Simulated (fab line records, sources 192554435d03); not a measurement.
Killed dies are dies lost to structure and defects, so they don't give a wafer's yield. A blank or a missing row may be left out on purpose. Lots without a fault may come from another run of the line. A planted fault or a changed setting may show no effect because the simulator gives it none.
fab line records | flow n5_finfet
record lots=10 wafers=30 last_day=18
route steps=1938 shown BEOL_M2@902 BEOL_M4@1111 PASSIVATION@1936
lots that met no fault: from a run of the same line without faults
start_h: hours from the record's first day to the start of the lot's first wafer shown | wait_h: hours since the lot's step before | " the same as in the row above | L1.1+2: a row that stands for several wafers | - no value, or no start given | * or withheld: withheld | < > ~ a bound
route shown NAME@n: a module of which the file shows steps, and the number in the route of the first | usual: mean/standard deviation of fault-free wafers | same: alike in all rows | chamber/n: place in a boat | sites: the reading at each site | _std_site: their standard deviation | _edge_site: outer sites' mean less inner sites' | radius_mm: how far each site lies from the wafer's centre | mask NAME#n: copy n | behind: the tool/chamber that last shaped the wafer | hold: why the lot was held/for how many hours/how that ended | device: the transistor (n, p or np) that didn't switch | end of line: the same wafers' tests at the end of the route | a step without rows: its recipe alone | killed: dies lost to structure and defects at the first sort, not the wafer's yield | map: a wafer's dies, x killed, . not, _ none there
set.NAME: the setting as run; set.NAME@STEP: as run at that earlier step | model.NAME: the simulator's own value behind a step, which no gauge read
steps of the route over a sample of lots; a table a step, a row a wafer
services: from which hour (start_h, from the record's first day; less than 0 if before it) a tool's chamber was out of use, for how many hours, and why
## steps
# step N5_BEOL_M2_SURFACE_TREAT_85
# recipe gas=Ar time_s=* ion_energy_ev=* ion_current_ma_cm2=0.5 pressure_mtorr=* ar_flow_sccm=30
# usual throttle_valve_pct=*
# columns lot.wafer tool chamber start_h wait_h throttle_valve_pct
L749.1 pvd_sputter-02 - 183.66 0.2 *
L749.3 " - " " *
L749.6 " - " " *
L751.3 pvd_sputter-02 - 196.80 0.1 *
L751.4 " - " " *
L751.5 " - " " *
L752.1 pvd_sputter-02 - 206.98 1.1 *
L752.2 " - " " *
L752.4 " - " " *
L753.2 pvd_sputter-03 - 211.76 0.2 *
L753.3 " - " " *
L753.5 " - " " *
L754.1 pvd_sputter-02 - 216.25 0.1 *
L754.4 " - " " *
L754.6 " - " " *
L757.4 pvd_sputter-01 - 232.23 0.1 *
L757.5 " - " " *
L757.6 " - " " *
L761.1 pvd_sputter-02 - 263.09 0.1 *
L761.4 " - " " *
L761.5 " - " " *
L762.1 pvd_sputter-02 - 266.84 0.1 *
L762.5 " - " " *
L762.6 " - " " *
L763.1 pvd_sputter-02 - 279.60 0.3 *
L763.2 " - " " *
L763.4 " - " " *
L765.1 pvd_sputter-03 - 287.92 0.1 *
L765.3 " - " " *
L765.5 " - " " *
# step N5_BEOL_M2_CVD_47
# recipe material=Co target_thk_a=30 temp_c=withheld precursor=CCTBA/H2 pressure_torr=30 time_s=223.8
# usual chamber_pressure_Torr=30.00/0.069 run_length_s=246.8/0.64
# columns lot.wafer tool chamber start_h wait_h chamber_pressure_Torr run_length_s
L749.1 cvd_co-02 1 183.74 0.1 30.14 246.0
L749.3 " 2 " " 30.07 246.8
L749.6 " 2 " " 30.16 247.0
L751.3 cvd_co-01 2 196.88 0.1 29.96 247.4
L751.4 " 1 " " 29.94 247.1
L751.5 " 2 " " 29.83 247.4
L752.1 cvd_co-01 2 207.06 0.1 30.06 247.4
L752.2 " 0 " " 29.95 247.1
L752.4 " 0 " " 30.04 247.5
L753.2 cvd_co-01 2 211.82 0.0 30.11 247.1
L753.3 " 1 " " 29.98 246.5
L753.5 " 2 " " 30.09 247.4
L754.1 cvd_co-02 2 216.31 0.0 29.90 247.0
L754.4 " 2 " " 29.92 246.8
L754.6 " 0 " " 29.92 247.1
L757.4 cvd_co-02 1 232.36 0.1 29.96 245.4
L757.5 " 0 " " 29.93 247.5
L757.6 " 2 " " 29.91 246.7
L761.1 cvd_co-01 1 263.15 0.0 - -
L761.4 " 2 " " - -
L761.5 " 0 " " - -
L762.1 cvd_co-02 2 266.96 0.1 - -
L762.5 " 1 " " - -
L762.6 " 0 " " - -
L763.1 cvd_co-01 1 279.75 0.1 - -
L763.2 " 0 " " - -
L763.4 " 1 " " - -
L765.1 cvd_co-01 1 288.09 0.2 30.14 246.3
L765.3 " 2 " " 29.83 246.7
L765.5 " 1 " " 30.00 246.7
# step N5_BEOL_M2_ANNEAL_82
# recipe temp_c=400 time_s=240 ambient=vacuum
# usual heater_power_w=836/96
# columns lot.wafer tool chamber start_h wait_h heater_power_w
L749.1 pvd_sputter-03 - 184.42 0.0 850
L749.3 " - " " 880
L749.6 " - " " 898
L751.3 pvd_sputter-02 - 197.68 0.0 907
L751.4 " - " " 758
L751.5 " - " " 653
L752.1 pvd_sputter-02 - 207.82 0.0 913
L752.2 " - " " 793
L752.4 " - " " 784
L753.2 pvd_sputter-03 - 212.56 0.0 884
L753.3 " - " " 891
L753.5 " - " " 856
L754.1 pvd_sputter-01 - 216.99 0.0 847
L754.4 " - " " 950
L754.6 " - " " 694
L757.4 pvd_sputter-01 - 233.00 0.0 950
L757.5 " - " " 959
L757.6 " - " " 689
L761.1 pvd_sputter-02 - 263.84 0.0 747
L761.4 " - " " 905
L761.5 " - " " 810
L762.1 pvd_sputter-02 - 267.96 0.0 652
L762.5 " - " " 647
L762.6 " - " " 772
L763.1 pvd_sputter-02 - 280.48 0.0 789
L763.2 " - " " 757
L763.4 " - " " 910
L765.1 pvd_sputter-03 - 289.12 0.0 890
L765.3 " - " " 875
L765.5 " - " " 853
# step N5_BEOL_M2_SPUTTER_88
# recipe material=Cu target_thk_a=45 temp_c=-20 chamber_pressure_pa=0.07 power_w=withheld time_s=8.29
# usual throttle_valve_pct=29.9/1.2
# columns lot.wafer tool chamber start_h wait_h throttle_valve_pct
L749.1 pvd_sputter-03 - 184.78 0.1 30.9
L749.3 " - " " 28.0
L749.6 " - " " 28.3
L751.3 pvd_sputter-02 - 198.04 0.1 31.1
L751.4 " - " " 29.4
L751.5 " - " " 28.4
L752.1 pvd_sputter-02 - 208.18 0.1 31.2
L752.2 " - " " 29.6
L752.4 " - " " 31.1
L753.2 pvd_sputter-03 - 212.92 0.1 28.1
L753.3 " - " " 31.0
L753.5 " - " " 31.0
L754.1 pvd_sputter-01 - 217.35 0.1 28.0
L754.4 " - " " 31.4
L754.6 " - " " 29.9
L757.4 pvd_sputter-01 - 233.36 0.1 31.5
L757.5 " - " " 31.1
L757.6 " - " " 30.1
L761.1 pvd_sputter-02 - 264.20 0.1 29.7
L761.4 " - " " 31.4
L761.5 " - " " 31.1
L762.1 pvd_sputter-02 - 268.32 0.1 28.3
L762.5 " - " " 28.6
L762.6 " - " " 29.3
L763.1 pvd_sputter-02 - 280.84 0.1 31.0
L763.2 " - " " 29.5
L763.4 " - " " 31.3
L765.1 pvd_sputter-03 - 289.48 0.1 28.2
L765.3 " - " " 31.0
L765.5 " - " " 31.1
# step N5_BEOL_M2_CMP_52
# recipe stop_on=SiOC t_overpolish_s=6.8 down_force_psi=1 platen_rpm=50 clearing_platen_down_force_psi=1.5 clearing_platen_rpm=50 post_cmp_clean=cu_alkaline target_thk_nm=40 clearing_platen_pad_velocity_m_s=0.99484 pad_velocity_m_s=0.99484
# usual barrier_field_endpoint_s=24.7/0.67 edge_zone_pressure_frac=1.000/0.0051 motor_current_A=6.1/0.52
# columns lot.wafer tool chamber start_h wait_h barrier_field_endpoint_s edge_zone_pressure_frac motor_current_A
L749.1 cmp-02 3 186.85 0.3 24.7 0.992 5.6
L749.3 " 0 " " 25.8 0.998 6.5
L749.6 " 2 " " 25.7 1.004 5.6
L751.4 cmp-02 2 199.83 0.1 24.4 1.001 5.7
L751.3 " 0 " " 25.0 1.003 6.7
L751.5 " 2 " " 24.3 1.003 5.4
L752.1 cmp-04 0 212.68 0.3 25.3 1.007 6.4
L752.2 " 1 " " 23.9 0.993 6.6
L752.4 " 2 " " 24.5 1.003 6.9
L753.2 cmp-04 3 217.80 0.3 24.3 0.997 5.9
L753.3 " 0 " " 25.0 1.002 6.7
L753.5 " 3 " " 24.5 0.998 6.0
L754.4 cmp-02 1 222.08 0.2 23.6 1.004 5.9
L754.1 " 2 " " 23.6 0.991 5.7
L754.6 " 0 " " 24.7 0.999 6.6
L757.4 cmp-02 2 238.47 0.2 25.3 1.001 5.7
L757.5 " 3 " " 24.6 1.001 5.6
L757.6 " 0 " " 25.2 1.000 6.5
L761.4 cmp-04 3 265.61 0.2 20.5 1.000 6.0
L761.1 " 0 " " 21.6 1.005 6.8
L761.5 " 3 " " 20.0 0.997 5.9
L762.1 cmp-01 3 269.77 0.3 20.3 1.003 5.9
L762.6 " 1 " " 21.5 0.999 5.7
L762.5 " 2 " " 20.8 0.995 6.4
L763.1 cmp-04 1 282.21 0.3 21.0 1.004 6.6
L763.4 " 2 " " 22.4 0.996 6.7
L763.2 " 0 " " 21.1 0.998 6.5
L765.3 cmp-01 1 290.92 0.2 24.7 0.997 5.6
L765.1 " 2 " " 25.3 1.002 5.8
L765.5 " 3 " " 25.5 1.004 6.1
# step N5_BEOL_M4_RC_MEAS_101
# usual DIBL_N=35.9/1.8 DIBL_P=36.2/2 IOFF_N=0.16/0.031 IOFF_P=0.22/0.041 ION_N=676/11 ION_P=465/8.5 SS_N=71.4/0.64 SS_P=73.2/0.7 VT_N=250/3.5 VT_P=-250/3.9
# columns lot.wafer tool chamber start_h wait_h DIBL_N[mV/V] DIBL_P[mV/V] IOFF_N[nA/um] IOFF_P[nA/um] ION_N[uA/um] ION_P[uA/um] SS_N[mV/dec] SS_P[mV/dec] VT_N[mV] VT_P[mV]
L749.1 prober-01 0 214.18 0.0 34.1 32.5 0.12 0.19 672 468 71.3 72.5 253 -250
L749.3 " 0 " " 36.5 35.7 0.17 0.24 682 464 71.4 73.8 247 -247
L749.6 " 0 " " 36.3 35.0 0.16 0.22 675 459 71.6 72.7 249 -247
L751.3 prober-01 0 218.98 0.3 36.3 36.6 0.16 0.25 678 470 70.6 73.6 247 -242
L751.4 " 0 " " 36.3 36.9 0.16 0.26 673 465 71.3 72.8 249 -245
L751.5 " 0 " " 36.5 36.9 0.16 0.25 688 477 71.2 72.9 249 -246
L752.1 prober-01 0 238.30 0.0 36.8 36.0 0.13 0.19 653 450 72.2 72.7 256 -252
L752.2 " 0 " " 37.4 37.1 0.16 0.21 679 465 71.1 73.3 248 -253
L752.4 " 0 " " 38.1 37.7 0.18 0.24 680 473 72.2 73.7 249 -250
L753.2 prober-01 0 242.24 0.2 36.9 35.8 0.16 0.21 675 461 72.6 73.1 249 -250
L753.3 " 0 " " 35.8 34.5 0.14 0.19 665 453 71.9 73.6 251 -252
L753.5 " 0 " " 37.7 36.8 0.17 0.23 680 463 71.8 73.5 249 -247
L754.1 prober-02 0 243.81 0.0 35.2 36.3 0.16 0.22 689 471 71.2 74.0 249 -249
L754.4 " 0 " " 35.5 36.5 0.17 0.22 673 463 71.4 74.3 247 -249
L754.6 " 0 " " 32.4 32.3 0.11 0.17 650 456 71.5 72.7 256 -249
L757.4 prober-01 0 260.33 0.5 35.2 35.3 0.14 0.17 675 460 70.3 72.5 250 -253
L757.5 " 0 " " 34.8 35.6 0.13 0.16 676 458 71.0 72.3 254 -256
L757.6 " 0 " " 35.6 35.4 0.14 0.17 678 455 71.6 72.6 252 -256
L765.1 prober-02 0 321.11 0.0 35.7 35.5 0.13 0.15 676 456 70.6 73.4 250 -258
L765.3 " 0 " " 35.4 35.8 0.13 0.15 678 464 70.6 72.5 254 -259
L765.5 " 0 " " 35.6 36.1 0.14 0.15 675 452 71.2 73.0 249 -256
# step N5_PASSIVATION_PROBE_49
# usual defect_limited_yield=91.3/1.3 killed_at_M0_to_M3=35/9.3 killed_at_M4_up=14/5.2 killed_at_contacts=12/5.9 killed_at_front_end=38/11 killed_at_other=4/3.7 killed_dies=103/15 killed_on_rim=14/4 killed_open=67/12 killed_short=34/8 sort_bin_5_function=5.1/0.88 sort_bin_6_memory=3.3/0.65 sort_n_pass=1077/15 sort_yield_pct=91.3/1.3
# same gross_dies=1180 killed_at_back_side=0 sort_bin_4_leakage[%]=0 sort_bin_8_speed[%]=0
# columns lot.wafer tool chamber start_h wait_h defect_limited_yield[%] killed_at_M0_to_M3 killed_at_M4_up killed_at_contacts killed_at_front_end killed_at_other killed_dies killed_on_rim killed_open killed_short sort_bin_5_function[%] sort_bin_6_memory[%] sort_n_pass sort_yield_pct[%]
L749.1 prober-02 - 328.49 0.0 91.0 29 19 25 32 1 106 18 76 30 5.9 3.1 1074 91.0
L749.3 prober-02 - 328.59 0.1 90.6 33 21 25 30 2 111 8 75 35 5.5 3.6 1069 90.6
L749.6 prober-02 - 328.74 0.3 90.0 34 19 29 35 1 118 20 82 33 5.9 3.8 1062 90.0
L754.4 prober-01 - 356.11 0.2 92.4 37 13 1 32 7 90 12 51 39 4.4 2.9 1090 92.4
L757.4 prober-02 - 381.05 0.5 92.1 27 10 12 42 2 93 13 52 39 5.1 2.4 1087 92.1
L757.5 prober-02 - 381.10 0.5 91.7 31 18 10 39 0 98 11 63 33 5.5 2.5 1082 91.7
L757.6 prober-02 - 381.15 0.6 92.0 29 14 15 34 2 94 12 63 30 4.7 3.2 1086 92.0
L762.1 prober-01 - 397.83 0.0 0 1113 6 9 38 14 1180 152 67 32 87.9 11.8 0 0
L762.5 prober-01 - 398.03 0.2 0 1116 12 21 28 3 1180 152 65 21 90.3 9.3 0 0
L762.6 prober-01 - 398.08 0.3 0 1121 9 13 30 7 1180 152 51 33 90.2 9.5 0 0
L761.1 prober-02 - 399.63 0.6 0 1128 12 9 28 3 1180 152 40 32 90.3 9.2 0 0
L761.4 prober-02 - 399.78 0.7 0 1110 16 8 43 3 1180 152 57 42 89.3 10.4 0 0
L761.5 prober-02 - 399.83 0.8 0 1113 10 9 48 0 1180 152 52 47 88.0 11.9 0 0
L763.1 prober-02 - 414.47 0.0 0 1129 8 13 30 0 1180 152 62 22 89.9 9.9 0 0
L763.2 prober-02 - 414.52 0.1 0 1142 4 9 24 1 1180 152 51 16 89.3 10.6 0 0
L763.4 prober-02 - 414.62 0.2 0 1115 5 12 48 0 1180 152 56 21 90.8 9.2 0 0
# killed by level:class
L749.1 MOL_CONTACT_COAG:geometric_particle:open=24 BEOL_M4:geometric_particle:open=11 BEOL_M3:geometric_particle:open=10 STI_FIN_REVEAL:geometric_particle:open=8 GATE_CUT:geometric_particle:short=8 BEOL_M0_SAQP:geometric_particle:open=4 BEOL_M3:geometric_particle:short=4 FIN_SAQP:geometric_particle:short=3
L749.3 MOL_CONTACT_COAG:geometric_particle:open=22 BEOL_M4:geometric_particle:open=15 BEOL_M0_SAQP:geometric_particle:short=8 BEOL_M3:geometric_particle:open=8 STI_FIN_REVEAL:geometric_particle:open=6 BEOL_M0:geometric_particle:short=6 DUMMY_GATE:geometric_particle:open=5 FIN_SAQP:geometric_particle:short=4
L749.6 MOL_CONTACT_COAG:geometric_particle:open=28 STI_FIN_REVEAL:geometric_particle:open=11 BEOL_M4:geometric_particle:open=11 STI_FIN_REVEAL:geometric_particle:short=7 BEOL_M3:geometric_particle:open=6 BEOL_M0_SAQP:geometric_particle:open=5 BEOL_M0_SAQP:geometric_particle:short=5 BEOL_M0:geometric_particle:short=5
L754.4 BEOL_M0_SAQP:geometric_particle:short=14 BEOL_M0_SAQP:geometric_particle:open=11 GATE_CUT:geometric_particle:short=7 BEOL_M4:geometric_particle:open=6 BEOL_M3:geometric_particle:open=5 DUMMY_GATE:geometric_particle:short=4 BEOL_M2:geometric_particle:open=4 FIN_SAQP:geometric_particle:open=3
L757.4 FIN_SAQP:geometric_particle:open=7 FIN_SAQP:geometric_particle:short=7 MOL_CONTACT_COAG:geometric_particle:open=6 MOL_CONTACT_COAG:geometric_particle:short=6 BEOL_M1:geometric_particle:open=6 STARTING-WAFER:geometric_particle:short=6 BEOL_M2:geometric_particle:open=5 BEOL_M0_SAQP:geometric_particle:open=5
L757.5 FIN_SAQP:geometric_particle:open=10 FIN_SAQP:geometric_particle:short=10 BEOL_M6:geometric_particle:open=9 MOL_CONTACT_COAG:geometric_particle:open=8 BEOL_M0_SAQP:geometric_particle:short=7 BEOL_M1:geometric_particle:open=5 BEOL_M3:geometric_particle:open=5 DUMMY_GATE:geometric_particle:open=4
L757.6 FIN_SAQP:geometric_particle:open=11 MOL_CONTACT_COAG:geometric_particle:short=9 MOL_CONTACT_COAG:geometric_particle:open=6 BEOL_M0_SAQP:geometric_particle:short=6 BEOL_M0_SAQP:geometric_particle:open=5 BEOL_M3:geometric_particle:open=5 STI_FIN_REVEAL:geometric_particle:open=4 DUMMY_GATE:geometric_particle:open=4
L762.1 BEOL_M2:area_cvd=803 BEOL_M2:interface_void_opened=278 BEOL_M3:geometric_particle:open=10 MOL_CONTACT_COAG:geometric_particle:open=9 STI_FIN_REVEAL:geometric_particle:open=8 BEOL_M0_SAQP:geometric_particle:short=6 BEOL_M0_SAQP:geometric_particle:open=6 DUMMY_GATE:geometric_particle:open=5
L762.5 BEOL_M2:area_cvd=847 BEOL_M2:interface_void_opened=247 MOL_CONTACT_COAG:geometric_particle:open=16 BEOL_M3:geometric_particle:open=10 MOL_CONTACT_COAG:geometric_particle:short=5 BEOL_M4:geometric_particle:open=5 BEOL_M2:geometric_particle:open=5 FIN_SAQP:geometric_particle:open=4
L762.6 BEOL_M2:area_cvd=875 BEOL_M2:interface_void_opened=220 MOL_CONTACT_COAG:geometric_particle:open=10 BEOL_M0_SAQP:geometric_particle:short=7 DUMMY_GATE:geometric_particle:open=5 BEOL_M0_SAQP:geometric_particle:open=5 FIN_SAQP:geometric_particle:open=4 DUMMY_GATE:geometric_particle:short=4
L761.1 BEOL_M2:area_cvd=858 BEOL_M2:interface_void_opened=250 MOL_CONTACT_COAG:geometric_particle:open=8 BEOL_M0_SAQP:geometric_particle:short=8 FIN_SAQP:geometric_particle:open=7 GATE_CUT:geometric_particle:short=5 BEOL_M4:geometric_particle:short=5 FIN_SAQP:geometric_particle:short=4
L761.4 BEOL_M2:area_cvd=835 BEOL_M2:interface_void_opened=246 BEOL_M4:geometric_particle:open=13 BEOL_M0_SAQP:geometric_particle:short=11 FIN_SAQP:geometric_particle:short=9 GATE_CUT:geometric_particle:short=9 GATE_CUT:geometric_particle:open=6 MOL_CONTACT_COAG:geometric_particle:open=6
L761.5 BEOL_M2:area_cvd=845 BEOL_M2:interface_void_opened=235 FIN_SAQP:geometric_particle:short=18 BEOL_M0_SAQP:geometric_particle:open=12 BEOL_M0_SAQP:geometric_particle:short=11 STI_FIN_REVEAL:geometric_particle:open=8 MOL_CONTACT_COAG:geometric_particle:open=7 BEOL_M3:geometric_particle:open=5
L763.1 BEOL_M2:area_cvd=848 BEOL_M2:interface_void_opened=247 MOL_CONTACT_COAG:geometric_particle:open=12 BEOL_M0_SAQP:geometric_particle:short=11 BEOL_M0_SAQP:geometric_particle:open=10 DUMMY_GATE:geometric_particle:open=6 BEOL_M3:geometric_particle:open=6 STI_FIN_REVEAL:geometric_particle:open=5
L763.2 BEOL_M2:area_cvd=828 BEOL_M2:interface_void_opened=284 BEOL_M2:geometric_particle:open=8 MOL_CONTACT_COAG:geometric_particle:open=8 BEOL_M0_SAQP:geometric_particle:open=7 BEOL_M0_SAQP:geometric_particle:short=6 STI_FIN_REVEAL:geometric_particle:open=5 BEOL_M3:geometric_particle:open=5
L763.4 BEOL_M2:area_cvd=872 BEOL_M2:interface_void_opened=229 FIN_SAQP:geometric_particle:open=12 MOL_CONTACT_COAG:geometric_particle:open=10 STI_FIN_REVEAL:geometric_particle:open=9 BEOL_M1:geometric_particle:open=6 GATE_CUT:geometric_particle:open=5 DUMMY_GATE:geometric_particle:open=4
## services
# columns tool chamber start_h hours kind
cvd_co-02 - 167.46 5.8 repair
cmp-01 - 189.89 0.5 repair
cmp-01 - 193.71 0.6 repair
cmp-01 - 207.65 1.6 repair
cmp-02 - 210.90 4.0 pm
cmp-02 - 214.90 - consumable_replace:conditioner
cmp-02 - 214.90 - consumable_replace:pad
cmp-02 - 233.10 0.6 repair
pvd_sputter-03 - 254.06 7.5 repair
cmp-04 - 273.88 2.7 repair
cvd_co-02 - 276.15 3.8 pm
cmp-01 - 276.31 4.0 pm
cmp-01 - 280.31 - consumable_replace:conditioner
cmp-01 - 280.31 - consumable_replace:pad
## key
first_sign step=N5_BEOL_M2_CVD_47 reading=tool_record direction=missing
effect step=N5_BEOL_M2_CMP_52 reading=barrier_field_endpoint_s direction=down sigmas=5.6 usual=24.7 struck=21.0
effect step=N5_PASSIVATION_PROBE_49 reading=killed_at_M0_to_M3 direction=up sigmas=99+ usual=35 struck=1121
more_kills_born_at N5_BEOL_M2_CVD_47@cvd_co-01=5079 N5_BEOL_M2_CVD_47@cvd_co-02=2525
met_at N5_BEOL_M2_CVD_47
struck_lots L761,L762,L763
later_rows_left_out L761.1,L761.4,L761.5,L762.1,L762.5,L762.6,L763.1,L763.2,L763.4
not_acting_at N5_BEOL_M2_SURFACE_TREAT_85,N5_BEOL_M2_ANNEAL_82,N5_BEOL_M2_SPUTTER_88
onset_between 232.36 263.15
fault kind=skipped_step_whole tool=cvd_co-01,cvd_co-02 chamber=- onset_h=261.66 steps=N5_BEOL_M2_CVD_47 scope=struck_lots_only
# later_rows_left_out: the simulator's readings of these wafers behind a module that went badly wrong aren't trusted and aren't shown, but for the sort
